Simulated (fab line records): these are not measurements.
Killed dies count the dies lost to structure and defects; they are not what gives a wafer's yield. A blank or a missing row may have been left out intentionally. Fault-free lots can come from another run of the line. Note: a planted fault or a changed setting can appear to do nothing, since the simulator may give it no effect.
A lot that was struck, set against a sound lot ; flow n5Finfet ; 16 out of 1938 route steps
Sound: the wafers L941.3, L941.5, L941.6. Struck: wafer L928.1. (L928.4 of the same lot was not struck and is left out.) The cause comes at the end.
At each step with rows: each side's tool, then ch and its chambers, then its first start. Under that, the readings that differ: sound wafers ; struck wafers ; difference of the means ; sigmas: that difference in standard deviations of wafers without a fault.
alike: a reading whose means differ by less than 2 such deviations, as well as words and numbers matching on both sides. not compared: withheld readings; readings where some wafer has no value; bounds like >300 that might hide an equal value; numbers whose values overlap and for which the record gives no deviation.
Wherever a step has rows on one side only, a row that says differs or no value, or a row with sigmas, the two part there. When numbers do not overlap yet have no deviation, they are printed without sigmas and do not part them. Lack of a reading on every wafer of one side parts them only where that side has two or more wafers.

first, 8 steps without rows for these wafers: N5_SD_EPI_P_COAT_34 (time 60 s, resist thk 350 nm); N5_SD_EPI_P_COAT_35 (time 60 s, resist thk 35 nm); N5_SD_EPI_P_COAT_03 (resist thk 150 nm); N5_SD_EPI_P_EBR_05; N5_SD_EPI_P_SOFTBAKE_04 (time 60 s); N5_SD_EPI_P_EXPOSE_06 (exposes mask SD P BLK, target cd 240 nm); N5_SD_EPI_P_PEB_07 (peb time 60 s); N5_SD_EPI_P_DEVELOP_08 (develop time 30 s).
N5_SD_EPI_P_CD_MEAS_09: target cd 240 nm.
  sound on cdSem-03 ch 0, day 8 01:46; struck on cdSem-02 ch 0, day 4 17:45
reading;sound;struck;difference;sigmas
cdNm (nm);238.2 238.8 239.4;240.3;+1.5;+2
N5_SD_EPI_P_OVL_MEAS_10:
  sound on overlay-02 ch 0, day 8 01:47; struck on overlay-02 ch 0, day 4 17:47
  alike: SD_P_BLK_OVL
N5_SD_EPI_P_INSPECT_11: inspects for defects (macro).
  sound on defectInspect-02 at day 8 01:49; struck on defectInspect-02 at day 4 17:48
  alike: rawDefectCount
N5_SD_EPI_P_DESCUM_14: chemistry O2, time 7.9 s.
  sound on rieDiel-04 ch 0,1,3, day 8 02:43; struck on rieDiel-05 ch 2, day 4 17:50
  alike: drypumpMotorCurrentA, oesProductAu, rfVppV, showerheadPlenumPTorr, throttleValvePct
  not compared: rfHoursCounterH
N5_SD_EPI_P_ETCH_36: etches SiARC in CF4, target depth 45.5 nm, time 75.8 s.
  sound on rieDiel-04 ch 0,1,3, day 8 02:45; struck on rieDiel-05 ch 2, day 4 17:52
reading;sound;struck;difference;sigmas
etchRfOnTimeS (s);78.0 73.8 75.2;48.4;-27.3;-14
oesProductAu (a.u.);0.60 0.82 0.68;0.93;+0.23;+3
  alike: biasW, drypumpMotorCurrentA, rfVppV, showerheadPlenumPTorr, throttleValvePct
  not compared: rfHoursCounterH
N5_SD_EPI_P_ETCH_37: etches SOC in N2/H2, overetch 108 nm, time 486 s.
  sound on rieDiel-04 ch 0,1,3, day 8 02:49; struck on rieDiel-05 ch 2, day 4 17:56
  alike: biasW, drypumpMotorCurrentA, oesProductAu, rfVppV, showerheadPlenumPTorr, throttleValvePct
  not compared: rfHoursCounterH
-- the record jumps here: 5 days lie between the struck wafers' starts before and after (it left off in module SD_EPI_P and takes up again in module BEOL_M4, whose first step shown is number 1111 of the route) --
N5_BEOL_M4_RC_MEAS_101:
  sound on prober-02 ch 0, day 13 06:05; struck on prober-01 ch 0, day 10 00:34
  alike: DIBL_N, DIBL_P, IOFF_N, IOFF_P, ION_N, ION_P, SS_N, SS_P, VT_N, VT_P
-- record jumps: 5 days separate the struck wafers' starts on either side; left off in module BEOL_M4, taken up again in module PASSIVATION, whose first shown step is the route's number 1936 --
N5_PASSIVATION_PROBE_49:
  sound on prober-01 at day 17 21:41; struck on prober-01 at day 14 16:47
reading;sound;struck;difference;sigmas
killedAtOther;5 1 7;12;+8;+3
  alike: defectLimitedYield, killed_at_M0_to_M3, killed_at_M4_up, killedAtContacts, killedAtFrontEnd, killedDies, killedOpen, killedShort, sort_bin_5_function, sort_bin_6_memory, sort_bin_8_speed, sortNPass, sortYieldPct

== WHERE THEY PART ==
First at N5_SD_EPI_P_CD_MEAS_09; last, within this record, at N5_PASSIVATION_PROBE_49.

WHY: what had been put in by the simulator
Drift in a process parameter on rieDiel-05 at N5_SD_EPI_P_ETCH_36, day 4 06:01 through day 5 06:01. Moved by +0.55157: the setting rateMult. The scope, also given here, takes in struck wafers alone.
